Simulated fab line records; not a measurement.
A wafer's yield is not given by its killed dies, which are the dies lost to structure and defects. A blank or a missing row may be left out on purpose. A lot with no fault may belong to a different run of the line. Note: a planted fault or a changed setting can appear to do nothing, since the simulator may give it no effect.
fab line records + flow nand_harc
record:
- lots: 12
- wafers: 36
- last_day: 25
route steps=1159 shown P_GATE@142 END@1159
lots with no fault: from the same line, run without faults
start_h: hours from the record's first day to the start of the lot's first wafer shown + wait_h: how many hours have passed since the lot's step before this one + " the same as in the row above + L1.1+2: one row covering several wafers at once + - no value, or no start was given + * or withheld: withheld + < > ~ a bound
route shown NAME@n: a module of which the file shows steps, and the number in the route of the first + usual: mean/standard deviation taken from wafers without a fault + same: alike in all rows + chamber/n: place in a boat + sites: the reading at each site + _std_site: the standard deviation of these + _edge_site: the outer-site mean with the inner-site mean subtracted + radius_mm: for every site, how far away it sits from the centre of the wafer + mask NAME#n: copy n + behind: the most recent tool/chamber to have shaped the wafer + hold: cause of the lot's hold/its duration in hours/its outcome + device: transistor that didn't switch, given as n, p or np + end of line: tests of these same wafers at the route's end + where a step has no rows: the recipe by itself + killed: count of dies lost to structure and defects at first sort (not the wafer's yield) + map: a wafer's dies, marking killed ones x, the rest . and places with no die _
set.NAME: setting as actually run; set.NAME@STEP: the setting as run at that earlier step + model.NAME: the simulator's own value behind a step, which no gauge read
the route's steps for a sample of lots (tables are steps, rows are wafers)
services: a tool's chamber out of use, with start hour (start_h, from the record's first day; less than 0 if before it), hours out, and reason
== steps ==
step: NHARC_P_GATE_OVL_MEAS_27
usual:
- overlay_x_nm: -0.1/0.57
- overlay_y_nm: -0.1/0.89
| lot.wafer | tool       | chamber | start_h | wait_h | overlay_x_nm | overlay_y_nm |
|-----------|------------|---------|---------|--------|--------------|--------------|
| L675.1    | overlay-01 | -       | 96.03   | -      | -0.2         | 0.0          |
| L675.4    | "          | -       | "       | "      | 0.2          | -0.1         |
| L675.5    | "          | -       | "       | "      | 0.0          | -0.7         |
| L678.1    | overlay-01 | -       | 108.76  | -      | -0.2         | -1.5         |
| L678.5    | "          | -       | "       | "      | 0.1          | -0.6         |
| L678.6    | "          | -       | "       | "      | 0.2          | -1.3         |
| L677.1    | overlay-01 | -       | 109.41  | -      | 0.4          | 0.1          |
| L677.2    | "          | -       | "       | "      | 0.2          | -0.2         |
| L677.3    | "          | -       | "       | "      | 0.5          | 0.0          |
| L680.3    | overlay-01 | -       | 125.91  | -      | 0.3          | 0.3          |
| L680.4    | "          | -       | "       | "      | 0.0          | -0.7         |
| L680.6    | "          | -       | "       | "      | -0.1         | -0.3         |
| L682.1    | overlay-02 | -       | 136.51  | -      | 0.9          | -0.9         |
| L682.4    | "          | -       | "       | "      | 0.3          | -1.3         |
| L682.6    | "          | -       | "       | "      | -0.4         | -1.2         |
| L692.1    | overlay-02 | -       | 191.48  | -      | 0.7          | 0.6          |
| L692.5    | "          | -       | "       | "      | 0.2          | 0.4          |
| L692.6    | "          | -       | "       | "      | 0.0          | 0.6          |
| L691.2    | overlay-02 | -       | 191.63  | -      | -0.4         | 0.1          |
| L691.5    | "          | -       | "       | "      | -0.4         | 0.8          |
| L691.6    | "          | -       | "       | "      | 0.0          | 0.2          |
| L693.2    | overlay-01 | -       | 201.11  | -      | -0.7         | -2.1         |
| L693.3    | "          | -       | "       | "      | -0.9         | -2.2         |
| L693.6    | "          | -       | "       | "      | -1.2         | -2.1         |
| L694.1    | overlay-02 | -       | 201.26  | -      | 0.8          | 1.2          |
| L694.4    | "          | -       | "       | "      | 0.8          | 1.0          |
| L694.6    | "          | -       | "       | "      | 0.2          | 1.3          |
| L695.3    | overlay-02 | -       | 217.35  | -      | -0.2         | -0.7         |
| L695.5    | "          | -       | "       | "      | -0.5         | -1.8         |
| L695.6    | "          | -       | "       | "      | -0.4         | -1.5         |
| L696.1    | overlay-02 | -       | 217.92  | -      | -0.7         | 0.2          |
| L696.2    | "          | -       | "       | "      | -0.4         | -0.1         |
| L696.4    | "          | -       | "       | "      | -0.6         | -0.4         |
| L697.2    | overlay-02 | -       | 231.61  | -      | 0.6          | 0.0          |
| L697.3    | "          | -       | "       | "      | 0.3          | 0.1          |
| L697.4    | "          | -       | "       | "      | 1.0          | -0.2         |
step: NHARC_P_GATE_ETCH_104
recipe:
- target_depth_a: 600
- time_s: withheld
- cf4_flow_sccm: 100
- chf3_flow_sccm: 30
- ar_flow_sccm: 0
- rf_w: 500
- bias_w: 200
- chemistry: CF4/CHF3
usual:
- cf4_flow_sccm: 99.94/0.28
- drypump_motor_current_A: 5.6/0.54
- oes_product_au: 0.954/0.021
- rf_vpp_V: 369.5/2.3
- showerhead_plenum_p_Torr: 1.54/0.064
- throttle_valve_pct: 16.802/0.009
| lot.wafer | tool        | chamber | start_h | wait_h | cf4_flow_sccm | drypump_motor_current_A | oes_product_au | rf_vpp_V | showerhead_plenum_p_Torr | throttle_valve_pct |
|-----------|-------------|---------|---------|--------|---------------|-------------------------|----------------|----------|--------------------------|--------------------|
| L675.1    | rie_diel-04 | 1       | 96.21   | 0.1    | 99.44         | 6.6                     | 0.975          | 372.1    | 1.59                     | 16.796             |
| L675.4    | "           | 0       | "       | "      | 100.43        | 5.8                     | 0.969          | 367.8    | 1.49                     | 16.799             |
| L675.5    | "           | 2       | "       | "      | 99.98         | 6.3                     | 0.980          | 367.5    | 1.47                     | 16.805             |
| L678.1    | rie_diel-01 | 2       | 108.94  | 0.1    | 99.50         | 5.3                     | 0.927          | 367.9    | 1.50                     | 16.786             |
| L678.5    | "           | 1       | "       | "      | 99.74         | 5.1                     | 0.913          | 369.1    | 1.53                     | 16.811             |
| L678.6    | "           | 2       | "       | "      | 99.72         | 5.3                     | 0.927          | 369.4    | 1.50                     | 16.790             |
| L677.3    | rie_diel-04 | 3       | 109.62  | 0.1    | 100.13        | 6.1                     | 0.919          | 367.5    | 1.52                     | 16.811             |
| L677.2    | "           | 0       | "       | "      | 99.76         | 5.8                     | 0.932          | 367.8    | 1.49                     | 16.798             |
| L677.1    | "           | 1       | "       | "      | 99.75         | 6.6                     | 0.933          | 370.9    | 1.59                     | 16.801             |
| L680.4    | rie_diel-13 | 0       | 126.14  | 0.1    | 99.79         | 5.3                     | 0.942          | 366.7    | 1.51                     | 16.804             |
| L680.3    | "           | 2       | "       | "      | 99.79         | 5.8                     | 0.958          | 371.4    | 1.55                     | 16.814             |
| L680.6    | "           | 1       | "       | "      | 100.23        | 6.3                     | 0.947          | 370.4    | 1.57                     | 16.799             |
| L682.4    | rie_diel-01 | 0       | 136.70  | 0.1    | 100.17        | 4.8                     | 0.957          | 373.8    | 1.65                     | 16.807             |
| L682.1    | "           | 1       | "       | "      | 99.61         | 5.1                     | 0.957          | 369.9    | 1.53                     | 16.802             |
| L682.6    | "           | 3       | "       | "      | 100.31        | 5.9                     | 0.935          | 367.4    | 1.49                     | 16.805             |
| L692.1    | rie_diel-01 | 2       | 191.67  | 0.1    | 99.98         | 5.3                     | 0.929          | 367.8    | 1.49                     | 16.801             |
| L692.6    | "           | 0       | "       | "      | 100.09        | 4.8                     | 0.932          | 373.1    | 1.65                     | 16.794             |
| L692.5    | "           | 1       | "       | "      | 99.67         | 5.1                     | 0.919          | 368.0    | 1.52                     | 16.799             |
| L691.2    | rie_diel-01 | 1       | 191.87  | 0.1    | 100.06        | 5.1                     | 0.970          | 368.2    | 1.52                     | 16.793             |
| L691.5    | "           | 1       | "       | "      | 100.29        | 5.1                     | 0.960          | 367.5    | 1.52                     | 16.802             |
| L691.6    | "           | 2       | "       | "      | 100.37        | 5.4                     | 0.957          | 369.6    | 1.49                     | 16.829             |
| L694.1    | rie_diel-13 | 3       | 201.57  | 0.2    | 100.33        | 5.4                     | 0.941          | 373.6    | 1.69                     | 16.801             |
| L694.4    | "           | 0       | "       | "      | 99.74         | 5.2                     | 0.927          | 368.7    | 1.50                     | 16.811             |
| L694.6    | "           | 2       | "       | "      | 100.06        | 5.8                     | 0.945          | 371.2    | 1.55                     | 16.806             |
| L693.3    | rie_diel-01 | 0       | 201.57  | 0.4    | 100.52        | 4.8                     | 0.954          | 372.0    | 1.65                     | 16.815             |
| L693.2    | "           | 1       | "       | "      | 99.81         | 5.1                     | 0.960          | 369.6    | 1.52                     | 16.795             |
| L693.6    | "           | 3       | "       | "      | 99.95         | 5.9                     | 0.942          | 367.2    | 1.49                     | 16.826             |
| L695.3    | rie_diel-01 | 0       | 217.54  | 0.1    | 100.19        | 4.8                     | 0.985          | 373.1    | 1.65                     | 16.805             |
| L695.5    | "           | 1       | "       | "      | 100.15        | 5.1                     | 0.971          | 368.8    | 1.52                     | 16.807             |
| L695.6    | "           | 2       | "       | "      | 99.76         | 5.3                     | 0.957          | 367.1    | 1.49                     | 16.796             |
| L696.1    | rie_diel-01 | 1       | 218.10  | 0.1    | 99.80         | 5.0                     | 0.941          | 369.6    | 1.52                     | 16.801             |
| L696.4    | "           | 3       | "       | "      | 100.46        | 5.9                     | 0.962          | 367.2    | 1.49                     | 16.779             |
| L696.2    | "           | 0       | "       | "      | 100.05        | 4.8                     | 0.950          | 372.9    | 1.65                     | 16.812             |
| L697.2    | rie_diel-13 | 0       | 231.80  | 0.1    | 99.78         | 5.3                     | 0.965          | 367.9    | 1.50                     | 16.796             |
| L697.4    | "           | 2       | "       | "      | 99.71         | 5.8                     | 0.954          | 370.3    | 1.54                     | 16.798             |
| L697.3    | "           | 3       | "       | "      | 99.47         | 5.5                     | 0.973          | 373.9    | 1.69                     | 16.824             |
step: NHARC_P_GATE_EXPOSE_43
recipe:
- na: 0.6
- target_cd_nm: 720
- dose_mj: 14.81
- mask_id: P_NSD
| lot.wafer  | tool           | chamber | start_h | wait_h | mask       |
|------------|----------------|---------|---------|--------|------------|
| L675.1+4+5 | krf_scanner-01 | 0       | 107.94  | -      | P_NSD#0    |
| L678.1+5+6 | krf_scanner-04 | 0       | 120.67  | -      | P_NSD#0    |
| L677.1+2+3 | krf_scanner-01 | 0       | 121.23  | -      | P_NSD#0    |
| L680.3+4+6 | krf_scanner-03 | 0       | 137.68  | -      | P_NSD#0    |
| L682.1+4+6 | krf_scanner-01 | 0       | 148.28  | -      | P_NSD_R1#0 |
| L691.2+5+6 | krf_scanner-03 | 0       | 203.51  | -      | P_NSD#0    |
| L692.1+5+6 | krf_scanner-01 | 0       | 203.70  | -      | P_NSD#0    |
| L694.1+4+6 | krf_scanner-03 | 0       | 213.08  | -      | P_NSD#0    |
| L693.2+3+6 | krf_scanner-01 | 0       | 213.24  | -      | P_NSD#0    |
| L695.3+5+6 | krf_scanner-04 | 0       | 229.08  | -      | P_NSD#0    |
| L696.1+2+4 | krf_scanner-01 | 0       | 229.84  | -      | P_NSD#0    |
| L697.2+3+4 | krf_scanner-01 | 0       | 244.56  | -      | P_NSD#0    |
step: NHARC_P_GATE_CD_MEAS_46
recipe:
- target_cd_nm: 720
- landing_energy_ev: 500
usual:
- cd_nm: 720.1/1.6
| lot.wafer | tool      | chamber | start_h | wait_h | hold                     | cd_nm |
|-----------|-----------|---------|---------|--------|--------------------------|-------|
| L675.1    | cd_sem-01 | 0       | 108.10  | -      | -                        | 717.6 |
| L675.4    | "         | 0       | "       | "      | -                        | 717.7 |
| L675.5    | "         | 0       | "       | "      | -                        | 718.4 |
| L678.1    | cd_sem-03 | 0       | 120.83  | -      | -                        | 722.5 |
| L678.5    | "         | 0       | "       | "      | -                        | 721.4 |
| L678.6    | "         | 0       | "       | "      | -                        | 723.2 |
| L677.1    | cd_sem-03 | 0       | 121.39  | -      | -                        | 722.2 |
| L677.2    | "         | 0       | "       | "      | -                        | 722.1 |
| L677.3    | "         | 0       | "       | "      | -                        | 722.1 |
| L680.3    | cd_sem-01 | 0       | 137.84  | -      | -                        | 720.7 |
| L680.4    | "         | 0       | "       | "      | -                        | 721.8 |
| L680.6    | "         | 0       | "       | "      | -                        | 722.3 |
| L682.1    | cd_sem-01 | 0       | 148.44  | -      | await_dispo/0.2h/release | 657.7 |
| L682.4    | "         | 0       | "       | "      | await_dispo/0.2h/release | 657.9 |
| L682.6    | "         | 0       | "       | "      | await_dispo/0.2h/release | 657.5 |
| L682.1    | cd_sem-01 | 0       | -       | -      | -                        | 658.0 |
| L682.4    | "         | 0       | "       | "      | -                        | 658.1 |
| L682.6    | "         | 0       | "       | "      | -                        | 657.9 |
| L691.2    | cd_sem-02 | 0       | 203.67  | -      | -                        | 723.2 |
| L691.5    | "         | 0       | "       | "      | -                        | 719.1 |
| L691.6    | "         | 0       | "       | "      | -                        | 720.6 |
| L692.1    | cd_sem-03 | 0       | 203.86  | -      | -                        | 721.7 |
| L692.5    | "         | 0       | "       | "      | -                        | 721.7 |
| L692.6    | "         | 0       | "       | "      | -                        | 718.7 |
| L694.1    | cd_sem-01 | 0       | 213.23  | -      | -                        | 717.9 |
| L694.4    | "         | 0       | "       | "      | -                        | 720.9 |
| L694.6    | "         | 0       | "       | "      | -                        | 719.5 |
| L693.2    | cd_sem-03 | 0       | 213.39  | -      | -                        | 721.8 |
| L693.3    | "         | 0       | "       | "      | -                        | 722.1 |
| L693.6    | "         | 0       | "       | "      | -                        | 720.7 |
| L695.3    | cd_sem-02 | 0       | 229.24  | -      | -                        | 720.1 |
| L695.5    | "         | 0       | "       | "      | -                        | 720.4 |
| L695.6    | "         | 0       | "       | "      | -                        | 721.4 |
| L696.1    | cd_sem-03 | 0       | 230.00  | -      | -                        | 717.3 |
| L696.2    | "         | 0       | "       | "      | -                        | 721.0 |
| L696.4    | "         | 0       | "       | "      | -                        | 719.2 |
| L697.2    | cd_sem-03 | 0       | 244.72  | -      | -                        | 720.1 |
| L697.3    | "         | 0       | "       | "      | -                        | 718.7 |
| L697.4    | "         | 0       | "       | "      | -                        | 717.4 |
step: NHARC_P_GATE_CD_MEAS_59
recipe:
- target_cd_nm: 720
- landing_energy_ev: 500
usual:
- cd_nm: 720.4/1.6
| lot.wafer | tool      | chamber | start_h | wait_h | cd_nm |
|-----------|-----------|---------|---------|--------|-------|
| L675.1    | cd_sem-02 | 0       | 109.76  | -      | 719.5 |
| L675.4    | "         | 0       | "       | "      | 718.5 |
| L675.5    | "         | 0       | "       | "      | 718.7 |
| L678.1    | cd_sem-03 | 0       | 122.48  | -      | 720.4 |
| L678.5    | "         | 0       | "       | "      | 719.8 |
| L678.6    | "         | 0       | "       | "      | 717.9 |
| L677.1    | cd_sem-03 | 0       | 123.21  | -      | 718.1 |
| L677.2    | "         | 0       | "       | "      | 717.2 |
| L677.3    | "         | 0       | "       | "      | 718.6 |
| L680.3    | cd_sem-03 | 0       | 139.47  | -      | 722.3 |
| L680.4    | "         | 0       | "       | "      | 719.9 |
| L680.6    | "         | 0       | "       | "      | 721.1 |
| L682.1    | cd_sem-02 | 0       | 153.35  | -      | 722.0 |
| L682.4    | "         | 0       | "       | "      | 720.6 |
| L682.6    | "         | 0       | "       | "      | 720.3 |
| L691.2    | cd_sem-01 | 0       | 205.42  | -      | 723.2 |
| L691.5    | "         | 0       | "       | "      | 720.6 |
| L691.6    | "         | 0       | "       | "      | 723.5 |
| L692.1    | cd_sem-01 | 0       | 205.84  | -      | 720.0 |
| L692.5    | "         | 0       | "       | "      | 721.6 |
| L692.6    | "         | 0       | "       | "      | 718.8 |
| L694.1    | cd_sem-01 | 0       | 214.89  | -      | 718.4 |
| L694.4    | "         | 0       | "       | "      | 719.2 |
| L694.6    | "         | 0       | "       | "      | 720.7 |
| L693.2    | cd_sem-01 | 0       | 215.25  | -      | 722.2 |
| L693.3    | "         | 0       | "       | "      | 721.6 |
| L693.6    | "         | 0       | "       | "      | 722.7 |
| L695.3    | cd_sem-01 | 0       | 230.99  | -      | 718.0 |
| L695.5    | "         | 0       | "       | "      | 722.0 |
| L695.6    | "         | 0       | "       | "      | 719.2 |
| L696.1    | cd_sem-01 | 0       | 231.75  | -      | 721.1 |
| L696.2    | "         | 0       | "       | "      | 718.3 |
| L696.4    | "         | 0       | "       | "      | 721.0 |
| L697.2    | cd_sem-02 | 0       | 246.48  | -      | 721.4 |
| L697.3    | "         | 0       | "       | "      | 720.1 |
| L697.4    | "         | 0       | "       | "      | 718.5 |
step: NHARC_END_SORT_01
recipe:
- temp_c: 25
usual:
- killed_at_array: 25/9.2
- killed_at_other: 0.8/1.2
- killed_at_periphery: 3.9/2.6
- killed_dies: 30/9.7
- killed_open: 3.4/1.9
- killed_short: 2.0/1.4
same:
- gross_dies: 677
| lot.wafer | tool      | chamber | start_h | wait_h | killed_at_array | killed_at_other | killed_at_periphery | killed_dies | killed_open | killed_short |
|-----------|-----------|---------|---------|--------|-----------------|-----------------|---------------------|-------------|-------------|--------------|
| L682.1    | prober-01 | 0       | 483.29  | 2.6    | 29              | 0               | 7                   | 36          | 1           | 5            |
| L682.6    | prober-01 | 0       | 487.30  | 4.0    | 38              | 0               | 9                   | 47          | 6           | 5            |
killed by level:class
L682.1 A_SLIT:chamber_film_flake=9 A_STAIRCASE:chamber_film_flake=5 A_SGD_CUT:chamber_film_flake=5 P_STI:chamber_film_flake=4 A_CONTACT:chamber_film_flake=3 A_CHANNEL_HOLE_D1:chamber_film_flake=2 P_GATE:area_expose=2 P_M0:geometric_particle:open=1
L682.6 A_SLIT:chamber_film_flake=15 A_STAIRCASE:chamber_film_flake=5 A_SGD_CUT:chamber_film_flake=5 A_CHANNEL_HOLE_D1:chamber_film_flake=4 A_CONTACT:geometric_particle:open=3 P_GATE:area_expose=3 P_STI:chamber_film_flake=2 A_CONTACT:chamber_film_flake=2
== services ==
| tool           | chamber | start_h | hours | kind       |
|----------------|---------|---------|-------|------------|
| krf_scanner-01 | -       | 84.00   | 4.0   | pm         |
| rie_diel-01    | 0       | 92.76   | -     | clean      |
| rie_diel-01    | 1       | 92.76   | -     | clean      |
| rie_diel-01    | 2       | 92.76   | -     | clean      |
| rie_diel-01    | 3       | 92.76   | -     | clean      |
| rie_diel-13    | -       | 99.00   | 9.0   | pm         |
| rie_diel-04    | -       | 112.99  | 9.0   | pm         |
| rie_diel-01    | 0       | 117.26  | -     | clean      |
| rie_diel-01    | 1       | 117.26  | -     | clean      |
| rie_diel-01    | 2       | 117.26  | -     | clean      |
| rie_diel-01    | 3       | 117.26  | -     | clean      |
| krf_scanner-04 | -       | 126.00  | 4.0   | pm         |
| rie_diel-01    | -       | 137.80  | 9.0   | pm         |
| rie_diel-01    | 0       | 137.80  | 9.0   | vent_cycle |
| rie_diel-01    | 1       | 137.80  | 9.0   | vent_cycle |
| rie_diel-01    | 2       | 137.80  | 9.0   | vent_cycle |
| rie_diel-01    | 3       | 137.80  | 9.0   | vent_cycle |
| rie_diel-01    | 0       | 146.80  | -     | clean      |
| rie_diel-01    | 1       | 146.80  | -     | clean      |
| krf_scanner-03 | -       | 168.00  | 4.0   | pm         |
| rie_diel-13    | 1       | 201.55  | 12.4  | repair     |
| rie_diel-01    | 0       | 205.12  | 5.4   | repair     |
| rie_diel-13    | 0       | 213.81  | 5.5   | repair     |
| krf_scanner-01 | -       | 231.42  | 0.3   | repair     |
== key ==
first_sign:
- step: NHARC_P_GATE_EXPOSE_43
- reading: mask
- direction: changed
effect:
- step: NHARC_P_GATE_CD_MEAS_46
- reading: visit
- direction: added
effect:
- step: NHARC_P_GATE_CD_MEAS_46
- reading: cd_nm
- direction: down
- sigmas: 38
- usual: 720.1
- struck: 657.7
met_at NHARC_P_GATE_EXPOSE_43
struck_lots L682
tester_left_out L682
not_acting_at NHARC_P_GATE_OVL_MEAS_27,NHARC_P_GATE_ETCH_104,NHARC_P_GATE_CD_MEAS_59
onset_between 121.23 148.28
fault:
- kind: wrong_mask
- tool: any
- chamber: -
- onset_h: 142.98
- steps: NHARC_P_GATE_EXPOSE_43
- aux_copy: P_NSD_R1#0
- cd_offset_nm: -60.427
- scope: struck_lots_only
tester_left_out: of these lots the tester's yield and bins aren't shown, on N5 and GAA mostly nor the transistor test; their killed dies are dies lost to structure and defects alone, not to doping, threshold or leakage, so they don't give the yield
